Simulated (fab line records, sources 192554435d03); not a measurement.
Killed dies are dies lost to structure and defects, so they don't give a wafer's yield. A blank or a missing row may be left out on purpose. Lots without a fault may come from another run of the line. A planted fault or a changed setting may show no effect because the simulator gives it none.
fab line records | flow n5_finfet
record lots=6 wafers=16 last_day=17
route steps=1938 shown BEOL_M11@1584
lots that met no fault: from a run of the same line without faults
start_h: hours from the record's first day to the start of the lot's first wafer shown | wait_h: hours since the lot's step before | " the same as in the row above | L1.1+2: a row that stands for several wafers | - no value, or no start given | * or withheld: withheld | < > ~ a bound
route shown NAME@n: a module of which the file shows steps, and the number in the route of the first | usual: mean/standard deviation of fault-free wafers | same: alike in all rows | chamber/n: place in a boat | sites: the reading at each site | _std_site: their standard deviation | _edge_site: outer sites' mean less inner sites' | radius_mm: how far each site lies from the wafer's centre | mask NAME#n: copy n | behind: the tool/chamber that last shaped the wafer | hold: why the lot was held/for how many hours/how that ended | device: the transistor (n, p or np) that didn't switch | end of line: the same wafers' tests at the end of the route | a step without rows: its recipe alone | killed: dies lost to structure and defects at the first sort, not the wafer's yield | map: a wafer's dies, x killed, . not, _ none there
set.NAME: the setting as run; set.NAME@STEP: as run at that earlier step | model.NAME: the simulator's own value behind a step, which no gauge read
lots at some steps of the route; a table a step, a row a wafer
services: from which hour (start_h, from the record's first day; less than 0 if before it) a tool's chamber was out of use, for how many hours, and why
## steps
# step N5_BEOL_M11_PRECLEAN_42
# recipe chemistry=residue_remover time_s=60 temp_c=40
# step N5_BEOL_M11_SRD_43
# recipe time_s=30 temp_c=23 rinse_liquid=diw dry=ipa_marangoni
# step N5_BEOL_M11_CD_MEAS_35
# recipe target_cd_nm=70 polarity=opening
# usual cd_nm=70.0/0.45
# columns lot.wafer tool chamber start_h wait_h cd_nm
L272.2 cd_sem-03 - 243.72 0.0 70.3
L272.4 " - " " 70.2
L272.5 " - " " 70.0
L280.3 cd_sem-01 - 292.31 0.0 70.1
L280.4 " - " " 70.4
L283.5 cd_sem-02 - 305.86 0.0 70.7
L283.6 " - " " 70.2
L287.1 cd_sem-03 - 330.91 0.0 69.5
L287.2 " - " " 69.2
L287.6 " - " " 70.2
L293.1 cd_sem-01 - 367.27 0.0 69.4
L293.2 " - " " 69.6
L293.6 " - " " 69.9
L292.1 cd_sem-02 - 368.10 0.0 70.3
L292.5 " - " " 70.6
L292.6 " - " " 70.1
# step N5_BEOL_M11_CURE_72
# recipe temp_c=370 time_s=120 ambient=DMADMS/He material=SiCOH_lowk
# step N5_BEOL_M11_DEGAS_44
# recipe ambient=vacuum temp_c=250 time_s=60
# usual heater_power_w=319/30
# columns lot.wafer tool chamber start_h wait_h heater_power_w
L272.2 pvd_sputter-02 - 244.39 0.5 290
L272.4 " - " " 376
L272.5 " - " " 330
L280.3 pvd_sputter-02 - 292.90 0.4 325
L280.4 " - " " 382
L283.5 pvd_sputter-01 - 306.57 0.2 353
L283.6 " - " " 330
L287.1 pvd_sputter-02 - 331.74 0.7 335
L287.2 " - " " 360
L287.6 " - " " 287
L293.1 pvd_sputter-03 - 368.05 0.7 308
L293.2 " - " " 286
L293.6 " - " " 314
L292.1 pvd_sputter-01 - 368.49 0.3 330
L292.5 " - " " 318
L292.6 " - " " 356
# step N5_BEOL_M11_PRE_CLEAN_45
# recipe gas=H2/He time_s=30 temp_c=250
# usual heater_power_w=319/31
# columns lot.wafer tool chamber start_h wait_h heater_power_w
L272.2 pvd_sputter-02 - 244.43 0.0 285
L272.4 " - " " 384
L272.5 " - " " 338
L280.3 pvd_sputter-02 - 292.94 0.0 320
L280.4 " - " " 373
L283.5 pvd_sputter-01 - 306.61 0.0 354
L283.6 " - " " 326
L287.1 pvd_sputter-02 - 331.78 0.0 339
L287.2 " - " " 379
L287.6 " - " " 279
L293.1 pvd_sputter-03 - 368.09 0.0 318
L293.2 " - " " 292
L293.6 " - " " 310
L292.1 pvd_sputter-01 - 368.53 0.0 329
L292.5 " - " " 333
L292.6 " - " " 349
# step N5_BEOL_M11_ALD_74
# recipe material=TaN target_thk_a=20 temp_c=275 ald_precursor_family=PDMAT ald_co_reactant=NH3 pressure_torr=3 carrier_flow_sccm=1500 pulse_time_s=2 purge_time_s=3 co_reactant_purge_time_s=2 co_reactant_pulse_time_s=3 ald_cycles=40 precursor_vessel_temp_c=75 precursor_vessel_pressure_torr=26.25 precursor_vessel_carrier_sccm=1000
# usual heater_power_w=422/35 mfc_carrier_sccm=1500/4.7
# columns lot.wafer tool chamber start_h wait_h heater_power_w mfc_carrier_sccm since_wet_clean_h
L272.2 ald_metal-04 1 244.49 0.0 445 1498 1446
L272.4 " 0 " " 431 1496 1446
L272.5 " 3 " " 447 1495 -
L280.3 ald_metal-01 2 293.00 0.0 432 1504 3033
L280.4 " 3 " " 357 1504 3033
L283.5 ald_metal-01 2 306.78 0.2 427 1508 -
L283.6 " 1 " " 400 1500 -
L287.1 ald_metal-01 1 331.84 0.0 396 1500 3072
L287.2 " 2 " " 430 1501 3072
L287.6 " 0 " " 492 1507 -
L293.1 ald_metal-03 1 368.15 0.0 445 1502 4646
L293.2 " 0 " " 444 1499 4646
L293.6 " 0 " " 437 1494 -
L292.1 ald_metal-04 0 368.61 0.1 436 1490 1570
L292.5 " 1 " " 448 1502 -
L292.6 " 2 " " 440 1494 -
# step N5_BEOL_M11_SURFACE_TREAT_76
# recipe gas=Ar time_s=* ion_energy_ev=* ion_current_ma_cm2=0.5 pressure_mtorr=* ar_flow_sccm=30
# step N5_BEOL_M11_CVD_75
# recipe material=Co target_thk_a=20 temp_c=withheld precursor=CCTBA/H2 pressure_torr=30 time_s=138.9
# step N5_BEOL_M11_SPUTTER_48
# recipe material=Cu target_thk_a=120 temp_c=-20 bias_v=60 power_w=26000 chamber_pressure_pa=0.13 time_s=2
# usual throttle_valve_pct=30.0/0.85
# columns lot.wafer tool chamber start_h wait_h throttle_valve_pct
L272.2 pvd_sputter-01 - 245.43 0.1 28.8
L272.4 " - " " 31.8
L272.5 " - " " 30.7
L280.3 pvd_sputter-01 - 293.55 0.1 31.7
L280.4 " - " " 30.7
L283.5 pvd_sputter-01 - 307.30 0.2 30.8
L283.6 " - " " 30.1
L287.1 pvd_sputter-01 - 332.38 0.1 30.7
L287.2 " - " " 30.0
L287.6 " - " " 28.9
L293.1 pvd_sputter-03 - 368.85 0.3 29.6
L293.2 " - " " 30.4
L293.6 " - " " 30.9
L292.1 pvd_sputter-01 - 369.09 0.1 30.6
L292.5 " - " " 30.6
L292.6 " - " " 30.0
# step N5_BEOL_M11_ECD_50
# recipe material=Cu target_thk_a=3180
# step N5_BEOL_M11_ANNEAL_51
# recipe temp_c=225 time_s=90 ambient=N2
# usual wafer_temp_C_max=226.30/0.3
# columns lot.wafer tool chamber start_h wait_h wafer_temp_C_max
L272.2 rtp_anneal-01 0 246.28 0.7 226.36
L272.4 " 0 " " 226.55
L272.5 " 0 " " 227.04
L280.3 rtp_anneal-02 0 293.97 0.2 226.51
L280.4 " 0 " " 226.39
L283.5 rtp_anneal-01 0 307.67 0.2 226.53
L283.6 " 0 " " 226.09
L287.1 rtp_anneal-02 0 332.85 0.3 226.36
L287.2 " 0 " " 226.38
L287.6 " 0 " " 225.90
L293.1 rtp_anneal-02 0 369.46 0.3 226.91
L293.2 " 0 " " 226.23
L293.6 " 0 " " 226.15
L292.1 rtp_anneal-01 0 369.46 0.2 226.09
L292.5 " 0 " " 225.79
L292.6 " 0 " " 225.96
# step N5_BEOL_M11_CMP_52
# recipe stop_on=SiCOH_lowk t_overpolish_s=7 down_force_psi=1 platen_rpm=50 clearing_platen_down_force_psi=1.5 clearing_platen_rpm=50 post_cmp_clean=cu_alkaline target_thk_nm=140 clearing_platen_pad_velocity_m_s=0.99484 pad_velocity_m_s=0.99484
# usual barrier_field_endpoint_s=29.1/0.85 edge_zone_pressure_frac=1.000/0.0048 motor_current_A=6.2/0.64 overpolish_run_s=7.000/0.0097 pad_life_wafers=919/460 slurry_flow_ml_min=150.0/0.46 time_to_endpoint_s=67/3.5
# columns lot.wafer tool chamber start_h wait_h barrier_field_endpoint_s edge_zone_pressure_frac motor_current_A overpolish_run_s pad_life_wafers slurry_flow_ml_min time_to_endpoint_s
L272.4 cmp-04 1 246.64 0.2 28.8 0.999 6.5 7.022 1602 149.6 66
L272.2 " 3 " " 27.8 0.996 5.6 6.990 1604 150.2 61
L272.5 " 1 " " 29.7 1.002 5.9 6.998 - 150.3 65
L280.3 cmp-03 0 294.17 0.2 28.7 0.987 6.1 6.995 822 150.2 70
L280.4 " 1 " " 16.8 1.005 6.2 7.004 823 151.0 37
L283.5 cmp-03 0 307.94 0.2 16.1 1.001 6.3 6.997 - 149.5 36
L283.6 " 1 " " 30.0 0.994 6.0 6.993 - 150.6 69
L287.1 cmp-04 3 333.24 0.3 28.2 1.001 5.6 7.015 332 150.0 67
L287.2 " 0 " " 28.1 1.003 6.1 6.994 333 150.1 63
L287.6 " 1 " " 28.8 1.001 6.2 7.004 - 150.7 67
L292.1 cmp-03 2 369.77 0.3 29.2 0.997 5.7 6.990 1464 149.5 71
L292.5 " 2 " " 29.5 0.999 5.6 6.988 - 150.0 67
L292.6 " 3 " " 29.4 1.001 6.8 7.002 - 149.4 66
L293.2 cmp-04 0 369.84 0.3 28.9 0.999 6.1 7.010 608 149.8 67
L293.1 " 1 " " 28.8 0.996 6.2 6.995 609 150.6 65
L293.6 " 2 " " 28.9 0.999 6.2 7.005 - 150.1 61
## services
# columns tool chamber start_h hours kind
rtp_anneal-01 - 240.37 4.2 pm
ald_metal-03 - 247.14 0.3 repair
ald_metal-01 1 250.81 2.9 repair
cmp-03 - 252.05 1.9 repair
ald_metal-04 - 255.66 28.1 pm
ald_metal-04 1 286.58 8.8 repair
cmp-04 - 292.04 4.0 pm
ald_metal-04 2 295.31 13.8 repair
cmp-04 - 296.04 - consumable_replace:conditioner
cmp-04 - 296.04 - consumable_replace:pad
ald_metal-04 3 297.85 5.4 repair
cmp-03 - 308.01 3.7 pm
cmp-03 - 314.98 1.8 repair
ald_metal-04 3 329.20 8.1 repair
cmp-03 - 340.49 1.3 repair
ald_metal-03 - 352.00 1.2 repair
pvd_sputter-01 - 352.67 1.6 repair
cmp-04 - 352.73 5.7 pm
cmp-04 - 361.04 1.5 repair
ald_metal-04 3 368.22 3.4 repair
## key
first_sign step=N5_BEOL_M11_CMP_52 reading=barrier_field_endpoint_s direction=down sigmas=15 usual=29.1 struck=16.5
effect step=N5_BEOL_M11_CMP_52 reading=time_to_endpoint_s direction=down sigmas=8.8 usual=* struck=*
met_at N5_BEOL_M11_CMP_52
struck_wafers L280.4,L283.5
fault kind=process_parameter_drift tool=cmp-03 chamber=- onset_h=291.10 steps=N5_BEOL_M11_CMP_52 channel=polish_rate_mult offset=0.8 shape=step end_h=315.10 scope=struck_wafers_only
